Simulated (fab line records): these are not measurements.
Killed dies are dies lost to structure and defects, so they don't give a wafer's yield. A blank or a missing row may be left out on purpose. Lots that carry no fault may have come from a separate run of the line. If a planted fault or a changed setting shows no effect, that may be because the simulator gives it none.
fab line records	flow n5-finfet	part 1 of 2: steps 1 to 18 of 30
record lots=5	wafers=15	last-day=15
route steps=1938 shown BEOL_M5@1121
lots with no fault: from the same line, run without faults
start-h: hours from the record's first day to the start of the lot's first wafer shown	wait-h: hours since the lot's step before	" repeats the value in the row above	L1.1+2: a single row standing in for several wafers	- no value present, or no start provided	* or withheld: withheld	< > ~ a bound
route shown NAME@n: a module of which the file shows steps, and the number in the route of the first	usual: mean and standard deviation over wafers with no fault	same: alike in all rows	chamber/n: place in a boat	sites: each site's reading	_std_site: standard deviation across them	_edge_site: inner sites' mean taken away from outer sites' mean	radius-mm: for every site, how far away it sits from the centre of the wafer	mask NAME#n: copy n	behind: tool/chamber where the wafer was last shaped	hold: reason for holding the lot/hours on hold/outcome of the hold	device: which transistor (n, p or np) failed to switch	end of line: the same wafers' tests at the end of the route	for a step that has no rows: nothing shown but its recipe	killed: count of dies lost to structure and defects at first sort (not the wafer's yield)	map: shows each die of a wafer: x if killed, . if not, _ if none is there
set.NAME: the setting as run; set.NAME@STEP: as run at that earlier step	model.NAME: the simulator's own value behind a step, which no gauge read
lots seen at some steps along the route; tables by step, rows by wafer
services: a tool's chamber out of use, with start hour (start-h, from the record's first day; less than 0 if before it), hours out, and reason
## steps
# step N5_BEOL_M5_EBR_07
# recipe solvent=PGMEA	ebr-width-mm=1.5
lot.wafer	tool	chamber	start-h	wait-h
L081.1+2+6	litho-track-02	0	-	-
L084.3+4+5	litho-track-02	0	-	-
L085.2+3+4	litho-track-02	0	-	-
L086.3+5+6	litho-track-04	0	-	-
L088.2+3+6	litho-track-02	0	-	-
# step N5_BEOL_M5_SOFTBAKE_06
# recipe temp-c=110	time-s=60	resist=CAR-EUV
# usual heater-power-total-W=175.4/1.6
# same time-s=60
lot.wafer	tool	chamber	start-h	wait-h	heater-power-total-W
L081.1	litho-track-02	0	-	-	176.0
L081.2	"	0	"	"	173.0
L081.6	"	0	"	"	173.0
L084.3	litho-track-02	0	-	-	177.6
L084.4	"	0	"	"	175.2
L084.5	"	0	"	"	177.3
L085.2	litho-track-02	0	-	-	175.8
L085.3	"	0	"	"	174.7
L085.4	"	0	"	"	174.7
L086.3	litho-track-04	0	-	-	173.0
L086.5	"	0	"	"	177.3
L086.6	"	0	"	"	173.0
L088.2	litho-track-02	0	-	-	173.6
L088.3	"	0	"	"	176.4
L088.6	"	0	"	"	177.4
# step N5_BEOL_M5_EXPOSE_08
# recipe mask-id=M5	na=0.33	source-shape=annular	sigma-inner=0.4	sigma-outer=0.8	polarization=unpolarized	target-cd-nm=28	dose-mj=35.75
lot.wafer	tool	chamber	start-h	wait-h	mask
L081.1+2+6	euv-scanner-02	0	208.56	-	M5#0
L084.3+4+5	euv-scanner-02	0	221.10	-	M5#0
L085.2+3+4	euv-scanner-01	0	235.57	-	M5#0
L086.3+5+6	euv-scanner-02	0	242.05	-	M5#0
L088.2+3+6	euv-scanner-02	0	271.72	-	M5#0
# step N5_BEOL_M5_PEB_09
# recipe peb-temp-c=100	peb-time-s=60	resist=CAR-EUV
# usual heater-power-total-W=154.0/1.1
lot.wafer	tool	chamber	start-h	wait-h	heater-power-total-W
L081.1	litho-track-02	0	208.62	0.1	152.5
L081.2	"	0	"	"	152.6
L081.6	"	0	"	"	152.6
L084.3	litho-track-05	0	221.15	0.0	155.5
L084.4	"	0	"	"	155.2
L084.5	"	0	"	"	152.6
L085.2	litho-track-05	0	235.62	0.0	155.6
L085.3	"	0	"	"	155.2
L085.4	"	0	"	"	152.8
L086.3	litho-track-05	0	242.10	0.0	152.9
L086.5	"	0	"	"	154.0
L086.6	"	0	"	"	152.7
L088.2	litho-track-05	0	271.78	0.0	153.8
L088.3	"	0	"	"	153.2
L088.6	"	0	"	"	153.0
# step N5_BEOL_M5_DEVELOP_10
# recipe develop-time-s=30	developer=TMAH	resist=CAR-EUV	rinse-liquid=surfactant-rinse	dry=air-spin	dev-temp-c=23
lot.wafer	tool	chamber	start-h	wait-h
L081.1+2+6	litho-track-02	0	-	-
L084.3+4+5	litho-track-05	0	-	-
L085.2+3+4	litho-track-05	0	-	-
L086.3+5+6	litho-track-05	0	-	-
L088.2+3+6	litho-track-05	0	-	-
# step N5_BEOL_M5_CD_MEAS_11
# recipe target-cd-nm=27.74	landing-energy-ev=500	detector=se-inlens
# usual cd-nm=28.09/0.25
lot.wafer	tool	chamber	start-h	wait-h	cd-nm
L081.1	cd-sem-03	0	208.69	-	27.98
L081.2	"	0	"	"	28.12
L081.6	"	0	"	"	28.11
L084.3	cd-sem-03	0	221.22	-	28.56
L084.4	"	0	"	"	27.85
L084.5	"	0	"	"	27.91
L085.2	cd-sem-03	0	235.69	-	28.14
L085.3	"	0	"	"	28.03
L085.4	"	0	"	"	28.60
L086.3	cd-sem-02	0	242.17	-	28.16
L086.5	"	0	"	"	27.68
L086.6	"	0	"	"	27.97
L088.2	cd-sem-03	0	271.85	-	27.89
L088.3	"	0	"	"	28.49
L088.6	"	0	"	"	28.15
# step N5_BEOL_M5_OVL_MEAS_12
# recipe points-per-wafer=522
# usual M5_OVL=-0.3/0.64
lot.wafer	tool	chamber	start-h	wait-h	M5_OVL[nm]
L081.1	overlay-02	0	208.72	0.0	-0.6
L081.2	"	0	"	"	-0.6
L081.6	"	0	"	"	-0.3
L084.3	overlay-02	0	221.26	0.0	-0.3
L084.4	"	0	"	"	-0.9
L084.5	"	0	"	"	0.6
L085.2	overlay-02	0	235.73	0.0	0.3
L085.3	"	0	"	"	-0.1
L085.4	"	0	"	"	-0.7
L086.3	overlay-01	0	242.21	0.0	-0.1
L086.5	"	0	"	"	-0.5
L086.6	"	0	"	"	-0.7
L088.2	overlay-01	0	271.88	0.0	0.3
L088.3	"	0	"	"	-0.7
L088.6	"	0	"	"	-1.0
# step N5_BEOL_M5_INSPECT_13
# recipe mode=adi	inspect-instrument=brightfield
# usual raw-defect-count=441/110
lot.wafer	tool	chamber	start-h	wait-h	raw-defect-count
L081.1	defect-inspect-02	-	208.78	0.1	328
L081.2	"	-	"	"	217
L081.6	"	-	"	"	378
L084.3	defect-inspect-02	-	221.30	0.0	291
L084.4	"	-	"	"	423
L084.5	"	-	"	"	436
L085.2	defect-inspect-02	-	235.78	0.0	284
L085.3	"	-	"	"	463
L085.4	"	-	"	"	300
L086.3	defect-inspect-02	-	242.26	0.0	531
L086.5	"	-	"	"	498
L086.6	"	-	"	"	368
L088.2	defect-inspect-02	-	271.94	0.0	741
L088.3	"	-	"	"	657
L088.6	"	-	"	"	588
# step N5_BEOL_M5_DESCUM_16
# recipe chemistry=O2	time-s=7	source-power-w=50	bias-power-w=20	pressure-mtorr=20	rf-frequency-hz=2.712e+07	temp-c=40	resist=CAR-EUV	o2-flow-sccm=225
# usual drypump-motor-current-A=5.54/0.25	oes-product-au=0.79/0.093	rf-fwd-power-W=49.34/0.22	rf-vpp-V=243.2/1.3	showerhead-plenum-p-Torr=2.10/0.07	throttle-valve-pct=20.39/0.24
# same time-s=7
lot.wafer	tool	chamber	start-h	wait-h	drypump-motor-current-A	oes-product-au	rf-fwd-power-W	rf-hours-counter-h	rf-vpp-V	showerhead-plenum-p-Torr	throttle-valve-pct
L081.1	rie-diel-06	3	208.81	0.0	5.91	0.84	49.74	76	244.8	2.22	20.12
L081.2	"	2	"	"	5.43	0.73	49.23	188	243.6	2.17	20.26
L081.6	"	3	"	"	5.90	0.85	49.60	-	244.6	2.22	20.14
L084.3	rie-diel-01	3	221.34	0.0	5.14	0.84	49.20	67	244.2	2.13	20.70
L084.4	"	1	"	"	5.49	0.97	49.64	13	243.7	2.15	20.03
L084.5	"	2	"	"	5.75	0.68	49.56	-	243.3	2.15	20.90
L085.2	rie-diel-02	2	235.81	0.0	5.82	0.82	49.46	93	242.2	2.12	20.01
L085.3	"	3	"	"	5.35	0.74	49.38	172	242.9	2.00	20.49
L085.4	"	1	"	"	5.65	0.81	49.26	-	242.5	2.03	20.44
L086.3	rie-diel-01	3	242.29	0.0	5.14	0.84	48.92	73	243.4	2.12	20.70
L086.5	"	1	"	"	5.50	0.96	49.75	-	244.0	2.15	20.02
L086.6	"	2	"	"	5.76	0.67	49.52	-	244.2	2.14	20.90
L088.2	rie-diel-01	0	271.97	0.0	5.42	0.74	49.20	181	242.2	2.00	20.63
L088.3	"	3	"	"	5.15	0.82	48.95	83	243.1	2.12	20.72
L088.6	"	0	"	"	5.42	0.74	49.23	-	239.5	2.00	20.63
# step N5_BEOL_M5_ETCH_72
# recipe chemistry=N2/H2	target=underlayer	target-depth-a=65	mask-material=CAR-EUV	time-s=5.2	ion-energy-ev=200	pressure-mtorr=30	source-w=840	bias-w=150	n2-flow-sccm=200	h2-flow-sccm=200	ends=cleared
# usual drypump-motor-current-A=5.54/0.25	etch-rf-on-time-s=5.18/0.12	h2-flow-sccm=199.9/0.62	oes-product-au=0.67/0.077	rf-fwd-power-W=819.4/2.7	rf-vpp-V=524.0/2.6	showerhead-plenum-p-Torr=2.55/0.08	throttle-valve-pct=17.79/0.26
lot.wafer	tool	chamber	start-h	wait-h	drypump-motor-current-A	etch-rf-on-time-s	h2-flow-sccm	oes-product-au	rf-fwd-power-W	rf-hours-counter-h	rf-vpp-V	showerhead-plenum-p-Torr	throttle-valve-pct
L081.1	rie-diel-06	3	208.85	0.0	5.88	5.07	200.0	0.73	819.2	76	527.2	2.68	17.37
L081.2	"	2	"	"	5.41	5.09	199.4	0.62	814.0	188	525.1	2.65	17.89
L081.6	"	3	"	"	5.89	5.04	199.4	0.75	817.6	-	528.2	2.68	17.42
L084.3	rie-diel-01	3	221.37	0.0	5.15	5.38	200.0	0.70	819.3	67	525.1	2.57	17.90
L084.4	"	1	"	"	5.51	5.10	200.1	0.82	816.8	13	525.6	2.60	17.34
L084.5	"	2	"	"	5.74	5.28	199.6	0.56	819.3	-	526.1	2.60	18.24
L085.2	rie-diel-02	2	235.85	0.0	5.86	5.27	199.2	0.68	823.0	93	524.1	2.57	17.35
L085.3	"	3	"	"	5.36	5.35	201.0	0.62	815.2	172	521.1	2.43	17.86
L085.4	"	1	"	"	5.67	5.10	201.6	0.70	820.2	-	522.5	2.47	17.83
L086.3	rie-diel-01	3	242.33	0.0	5.14	5.44	198.6	0.69	813.0	73	523.2	2.56	17.88
L086.5	"	1	"	"	5.47	5.17	200.0	0.81	820.1	-	527.1	2.60	17.37
L086.6	"	2	"	"	5.77	5.37	199.4	0.57	819.3	-	524.2	2.60	18.25
L088.2	rie-diel-01	0	272.00	0.0	5.42	5.23	200.3	0.63	817.1	181	519.5	2.42	17.93
L088.3	"	3	"	"	5.18	5.51	199.9	0.68	822.2	83	525.0	2.56	17.92
L088.6	"	0	"	"	5.43	5.24	199.5	0.63	819.1	-	519.5	2.42	17.94
# step N5_BEOL_M5_ETCH_61
# recipe chemistry=CF4	target=SiARC	target-depth-a=156	mask-material=CAR-EUV	time-s=26	ion-energy-ev=80	pressure-mtorr=40	source-w=545	bias-w=36	Ar_flow_sccm=100	cf4-flow-sccm=100	ends=cleared
# usual drypump-motor-current-A=5.53/0.25	etch-rf-on-time-s=25.8/0.53	mfc-ar-sccm=100.03/0.29	oes-product-au=0.67/0.077	rf-fwd-power-W=532.1/2.1	rf-vpp-V=184.1/1.2	showerhead-plenum-p-Torr=2.15/0.066	throttle-valve-pct=15.55/0.27
lot.wafer	tool	chamber	start-h	wait-h	drypump-motor-current-A	etch-rf-on-time-s	mfc-ar-sccm	oes-product-au	rf-fwd-power-W	rf-hours-counter-h	rf-vpp-V	showerhead-plenum-p-Torr	throttle-valve-pct
L081.1	rie-diel-06	3	208.87	0.0	5.89	25.4	99.89	0.73	533.1	76	183.9	2.26	15.25
L081.2	"	2	"	"	5.44	24.9	99.98	0.63	529.1	188	185.0	2.21	15.48
L081.6	"	3	"	"	5.89	25.5	99.89	0.73	537.8	-	185.7	2.26	15.24
L084.3	rie-diel-01	3	221.39	0.0	5.15	27.1	99.64	0.71	530.3	67	184.8	2.17	15.77
L084.4	"	1	"	"	5.48	25.7	100.46	0.82	533.4	13	184.7	2.19	15.09
L084.5	"	2	"	"	5.76	26.5	99.98	0.58	534.9	-	185.5	2.20	16.17
L085.2	rie-diel-02	2	235.86	0.0	5.83	26.0	99.68	0.70	531.9	93	186.3	2.15	15.20
L085.3	"	3	"	"	5.33	26.1	100.18	0.64	533.8	172	182.9	2.04	15.65
L085.4	"	1	"	"	5.63	25.1	100.17	0.71	530.9	-	182.8	2.07	15.55
L086.3	rie-diel-01	3	242.34	0.0	5.14	26.8	99.85	0.69	534.6	73	183.0	2.16	15.78
L086.5	"	1	"	"	5.44	25.7	99.62	0.81	533.6	-	183.7	2.18	15.11
L086.6	"	2	"	"	5.76	26.8	99.97	0.57	537.5	-	184.1	2.20	16.18
L088.2	rie-diel-01	0	272.02	0.0	5.41	26.1	99.92	0.64	530.5	181	182.2	2.04	15.71
L088.3	"	3	"	"	5.15	27.6	100.06	0.68	532.0	83	185.1	2.16	15.81
L088.6	"	0	"	"	5.40	26.0	99.91	0.63	531.3	-	182.9	2.04	15.71
# step N5_BEOL_M5_ETCH_62
# recipe chemistry=N2/H2	target=SOC	target-depth-a=750	overetch-a=150	mask-material=SiARC	temp-c=40	time-s=112.5	ion-energy-ev=200	pressure-mtorr=30	source-w=840	bias-w=150	n2-flow-sccm=200	h2-flow-sccm=200
# usual drypump-motor-current-A=5.54/0.25	h2-flow-sccm=199.9/0.59	oes-product-au=0.62/0.068	rf-fwd-power-W=836.4/2.8	rf-vpp-V=524.2/2.3	showerhead-plenum-p-Torr=2.55/0.08	throttle-valve-pct=17.75/0.26
# same time-s=112.5
lot.wafer	tool	chamber	start-h	wait-h	drypump-motor-current-A	h2-flow-sccm	oes-product-au	rf-fwd-power-W	rf-hours-counter-h	rf-vpp-V	showerhead-plenum-p-Torr	throttle-valve-pct
L081.1	rie-diel-06	3	208.89	0.0	5.89	199.5	0.67	831.9	76	527.3	2.68	17.37
L081.2	"	2	"	"	5.41	200.0	0.58	837.0	188	528.0	2.65	17.82
L081.6	"	3	"	"	5.86	199.5	0.67	836.6	-	528.4	2.68	17.35
L084.3	rie-diel-01	3	221.42	0.0	5.15	200.1	0.66	829.6	67	524.6	2.57	17.85
L084.4	"	1	"	"	5.50	199.5	0.76	836.9	13	525.5	2.60	17.32
L084.5	"	2	"	"	5.77	199.6	0.54	837.6	-	526.4	2.60	18.21
L085.2	rie-diel-02	2	235.89	0.0	5.83	200.2	0.65	832.1	93	524.1	2.57	17.33
L085.3	"	3	"	"	5.39	199.9	0.60	838.6	172	521.4	2.42	17.85
L085.4	"	1	"	"	5.66	201.4	0.64	837.2	-	521.2	2.47	17.80
L086.3	rie-diel-01	3	242.37	0.0	5.16	200.1	0.66	836.9	73	525.0	2.56	17.89
L086.5	"	1	"	"	5.47	199.1	0.74	839.4	-	526.6	2.60	17.33
L086.6	"	2	"	"	5.79	200.5	0.53	836.8	-	526.0	2.60	18.24
L088.2	rie-diel-01	0	272.05	0.0	5.44	198.8	0.59	839.7	181	521.4	2.42	17.90
L088.3	"	3	"	"	5.16	200.2	0.65	837.0	83	524.6	2.56	17.90
L088.6	"	0	"	"	5.46	198.8	0.59	837.9	-	520.6	2.42	17.91
# step N5_BEOL_M5_STRIP_63
# recipe chemistry=N2/H2	temp-c=40	n2-flow-sccm=200	h2-flow-sccm=200	rf-frequency-hz=6e+07
lot.wafer	tool	chamber	start-h	wait-h
L081.1+2+6	rie-diel-06	3,2,3	209.00	0.1
L084.3+4+5	rie-diel-01	3,1,2	221.52	0.1
L085.2+3+4	rie-diel-02	2,3,1	236.00	0.1
L086.3+5+6	rie-diel-01	3,1,2	242.48	0.1
L088.2+3+6	rie-diel-01	0,3,0	272.16	0.1
# step N5_BEOL_M5_STRIP_73
# recipe chemistry=N2/H2	temp-c=40	n2-flow-sccm=200	h2-flow-sccm=200	rf-frequency-hz=6e+07
lot.wafer	tool	chamber	start-h	wait-h
L081.1+2+6	rie-diel-06	3,2,3	209.01	0.0
L084.3+4+5	rie-diel-01	3,1,2	221.53	0.0
L085.2+3+4	rie-diel-02	2,3,1	236.01	0.0
L086.3+5+6	rie-diel-01	3,1,2	242.49	0.0
L088.2+3+6	rie-diel-01	0,3,0	272.17	0.0
# step N5_BEOL_M5_STRIP_64
# recipe chemistry=CF4	resist=SiARC	power-w=300	bias-power-w=75	pressure-mtorr=50	cf4-flow-sccm=150	rf-frequency-hz=6e+07
# usual drypump-motor-current-A=5.53/0.25	oes-product-au=0.78/0.085	power-w=300.0/0.88	rf-fwd-power-W=292.6/0.88	rf-vpp-V=271.2/1.4	showerhead-plenum-p-Torr=1.80/0.051	throttle-valve-pct=13.53/0.28
lot.wafer	tool	chamber	start-h	wait-h	drypump-motor-current-A	oes-product-au	power-w	rf-fwd-power-W	rf-hours-counter-h	rf-vpp-V	showerhead-plenum-p-Torr	throttle-valve-pct
L081.1	rie-diel-06	3	209.02	0.0	5.91	0.84	298.3	291.8	76	272.9	1.87	13.14
L081.2	"	2	"	"	5.41	0.71	299.6	292.7	188	272.7	1.86	13.52
L081.6	"	3	"	"	5.93	0.84	298.4	293.4	-	272.0	1.87	13.16
L084.3	rie-diel-01	3	221.54	0.0	5.14	0.83	301.0	291.9	67	272.8	1.80	13.69
L084.4	"	1	"	"	5.46	0.95	299.9	292.8	13	272.2	1.83	13.05
L084.5	"	2	"	"	5.74	0.67	300.1	293.4	-	272.6	1.84	14.14
L085.2	rie-diel-02	2	236.02	0.0	5.84	0.81	301.0	294.0	93	272.7	1.81	13.19
L085.3	"	3	"	"	5.33	0.75	300.1	292.9	172	268.1	1.71	13.64
L085.4	"	1	"	"	5.68	0.80	299.8	292.4	-	269.0	1.74	13.53
L086.3	rie-diel-01	3	242.50	0.0	5.14	0.82	299.7	293.0	73	273.1	1.80	13.69
L086.5	"	1	"	"	5.44	0.93	301.0	293.0	-	271.5	1.83	13.07
L086.6	"	2	"	"	5.76	0.67	299.8	292.8	-	271.2	1.84	14.14
L088.2	rie-diel-01	0	272.18	0.0	5.44	0.74	299.9	293.5	181	269.1	1.72	13.69
L088.3	"	3	"	"	5.15	0.81	300.1	292.5	83	270.9	1.80	13.72
L088.6	"	0	"	"	5.41	0.74	301.6	294.0	-	269.6	1.72	13.71
# step N5_BEOL_M5_HM_OPEN_17
# recipe chemistry=Cl2/BCl3	target-depth-a=200	overetch-a=60	target=TiN	mask-material=SOC	ion-energy-ev=150	pressure-mtorr=10	icp-w=1000	bias-w=126	Cl2_flow_sccm=53.25	bcl3-flow-sccm=21.75	Ar_flow_sccm=25
# usual drypump-motor-current-A=5.3/0.46	mfc-ar-sccm=24.99/0.075	mfc-cl2-sccm=53.24/0.15	oes-product-au=0.62/0.056	rf-fwd-power-W=992/3.1	throttle-valve-pct=22.2/0.33
lot.wafer	tool	chamber	start-h	wait-h	drypump-motor-current-A	mfc-ar-sccm	mfc-cl2-sccm	oes-product-au	rf-fwd-power-W	rf-hours-counter-h	throttle-valve-pct
L081.1	rie-metal-01	1	209.06	0.0	5.0	24.93	53.28	0.73	994	16	21.7
L081.2	"	0	"	"	4.9	24.97	53.21	0.62	997	70	22.0
L081.6	"	1	"	"	5.0	24.98	52.95	0.73	994	-	21.7
L084.3	rie-metal-01	1	221.61	0.1	5.0	24.97	53.37	0.72	995	-	21.7
L084.4	"	0	"	"	4.9	25.03	53.07	0.61	992	-	22.0
L084.5	"	1	"	"	5.0	24.97	53.37	0.72	993	-	21.7
L085.2	rie-metal-02	1	236.06	0.0	6.0	25.00	53.38	0.67	995	44	21.8
L085.3	"	1	"	"	5.9	25.11	53.29	0.67	999	-	21.8
L085.4	"	0	"	"	5.5	24.98	53.38	0.65	989	-	22.2
L086.3	rie-metal-01	0	242.58	0.1	4.9	25.12	53.38	0.62	991	-	22.0
L086.5	"	0	"	"	4.9	25.07	53.08	0.61	991	-	22.0
L086.6	"	1	"	"	5.0	24.96	53.19	0.73	990	-	21.7
L088.2	rie-metal-03	1	272.22	0.0	5.8	24.95	53.14	0.55	989	111	22.7
L088.3	"	1	"	"	5.9	25.07	53.15	0.55	994	-	22.7
L088.6	"	1	"	"	5.8	24.89	53.31	0.54	989	-	22.7
# step N5_BEOL_M5_STRIP_19
# recipe chemistry=O2	power-w=400	temp-c=40	pressure-mtorr=30	rf-frequency-hz=6e+07	bias-power-w=0	overash-fraction=0.2	o2-flow-sccm=225
# usual drypump-motor-current-A=5.52/0.26	oes-product-au=0.78/0.094	rf-vpp-V=3.6/0.49	showerhead-plenum-p-Torr=2.11/0.068	throttle-valve-pct=16.69/0.24
lot.wafer	tool	chamber	start-h	wait-h	drypump-motor-current-A	oes-product-au	rf-hours-counter-h	rf-vpp-V	showerhead-plenum-p-Torr	throttle-valve-pct
L081.1	rie-diel-01	0	209.17	0.1	5.41	0.74	162	3.9	2.01	16.81
L081.2	"	1	"	"	5.46	0.99	9	3.4	2.16	16.22
L081.6	"	1	"	"	5.48	0.99	-	3.9	2.16	16.25
L084.3	rie-diel-06	2	221.69	0.1	5.42	0.73	192	4.7	2.17	16.56
L084.4	"	1	"	"	5.30	0.67	229	4.1	2.07	16.87
L084.5	"	0	"	"	5.76	0.69	-	3.5	2.05	16.85
L085.2	rie-diel-06	0	236.17	0.1	5.79	0.68	245	3.8	2.05	16.86
L085.3	"	1	"	"	5.31	0.68	233	3.8	2.07	16.88
L085.4	"	3	"	"	5.88	0.85	84	3.6	2.22	16.37
L086.3	rie-diel-06	3	242.68	0.1	5.92	0.84	86	3.4	2.22	16.37
L086.5	"	1	"	"	5.31	0.67	-	3.1	2.07	16.88
L086.6	"	0	"	"	5.78	0.68	-	2.8	2.05	16.85
L088.2	rie-diel-01	2	272.34	0.1	5.78	0.98	4	4.1	2.15	16.70
L088.3	"	1	"	"	5.45	0.93	29	3.5	2.15	16.28
L088.6	"	3	"	"	5.16	0.81	-	3.6	2.12	16.93
# step N5_BEOL_M5_CD_MEAS_18
# recipe pitch-nm=56	target-cd-nm=28
# usual cd-nm=28.0/0.31
lot.wafer	tool	chamber	start-h	wait-h	cd-nm
L081.1	cd-sem-02	-	209.24	0.0	27.7
L081.2	"	-	"	"	27.5
L081.6	"	-	"	"	28.2
L084.3	cd-sem-03	-	221.77	0.1	27.4
L084.4	"	-	"	"	27.8
L084.5	"	-	"	"	27.8
L085.2	cd-sem-01	-	236.24	0.1	28.3
L085.3	"	-	"	"	28.0
L085.4	"	-	"	"	28.0
L086.3	cd-sem-01	-	242.75	0.1	27.3
L086.5	"	-	"	"	27.7
L086.6	"	-	"	"	27.8
L088.2	cd-sem-03	-	272.42	0.1	28.3
L088.3	"	-	"	"	27.9
L088.6	"	-	"	"	28.6
